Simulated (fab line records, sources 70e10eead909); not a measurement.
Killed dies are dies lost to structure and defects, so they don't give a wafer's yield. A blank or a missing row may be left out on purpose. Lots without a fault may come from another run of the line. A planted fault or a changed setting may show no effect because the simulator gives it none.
A struck lot beside a sound one | flow nand_harc | 14 steps out of a route of 1302
Sound: wafers L274.1, L274.2, L274.5. Struck: wafers L283.1, L283.4, L283.6. The cause comes at the end.
At each step with rows: each side's tool, then ch and its chambers, then its first start. Under that, the readings that differ: sound wafers | struck wafers | difference of the means | sigmas: that difference in standard deviations of wafers without a fault.
alike: readings whose means differ by less than 2 such deviations, and words and numbers that are the same on both sides. not compared: withheld readings, readings that some wafer has no value for, bounds like >300 that may hide the same value, and numbers for which the record gives no deviation and whose values overlap.
The two part at a step that has a row with sigmas, a row that says differs or no value, or rows on one side only. Numbers that don't overlap but have no deviation are shown without sigmas and don't part them. A reading that every wafer of one side lacks parts them only if that side has two wafers or more.

first, 1 step without rows for these wafers: NHARC_P_CONTACT_SRD_26.
NHARC_P_CONTACT_INSPECT_27:
  sound on defect_inspect-02, day 9 01:58; struck on defect_inspect-01, day 12 22:36
  alike: raw_defect_count
then, 9 steps without rows for these wafers: NHARC_P_M0_DEP_00 (deposits SiOC, target thk 150 nm); NHARC_P_M0_DEHYDRATE_01 (time 120 s); NHARC_P_M0_HMDS_02 (time 30 s); NHARC_P_M0_COAT_33 (time 65 s); NHARC_P_M0_COAT_03 (resist thk 90 nm); NHARC_P_M0_SOFTBAKE_04 (time 55 s); NHARC_P_M0_EBR_05; NHARC_P_M0_EXPOSE_06 (exposes mask P M0, target cd 90 nm); NHARC_P_M0_PEB_07 (peb time 65 s).
NHARC_P_M0_DEVELOP_08: develop time 35 s.
  sound on litho_track-01 ch 0, day 9 02:00; struck on litho_track-04 ch 0, day 12 23:00
  reading              | sound             | struck            | difference | sigmas
  developer_temp_C (C) | 23.08 22.89 23.11 | 23.85 23.89 23.87 | +0.84      | +10
NHARC_P_M0_CD_MEAS_09: target cd 90 nm.
  sound on cd_sem-01 ch 0, day 9 02:52; struck on cd_sem-02 ch 0, day 12 23:31
  alike: cd_nm
-- the record jumps here: 19 days lie between the struck wafers' starts before and after (it left off in module P_M0 and takes up again in module END, whose first step shown is number 1302 of the route) --
NHARC_END_SORT_01:
  sound on prober-01 ch 0, day 27 07:24; struck on prober-01 ch 0, day 31 13:43
  alike: defect_limited_yield, killed_at_array, killed_at_other, killed_at_periphery, killed_dies, killed_open, killed_short

WHERE THEY PART
Only at NHARC_P_M0_DEVELOP_08, within this record. Later steps at which nothing parts them and some readings are alike: NHARC_P_M0_CD_MEAS_09, NHARC_END_SORT_01.

WHY: what the simulator had put in
Process parameter drift: litho_track-04, from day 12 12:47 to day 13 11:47, at NHARC_P_M0_DEVELOP_08. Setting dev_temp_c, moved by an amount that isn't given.
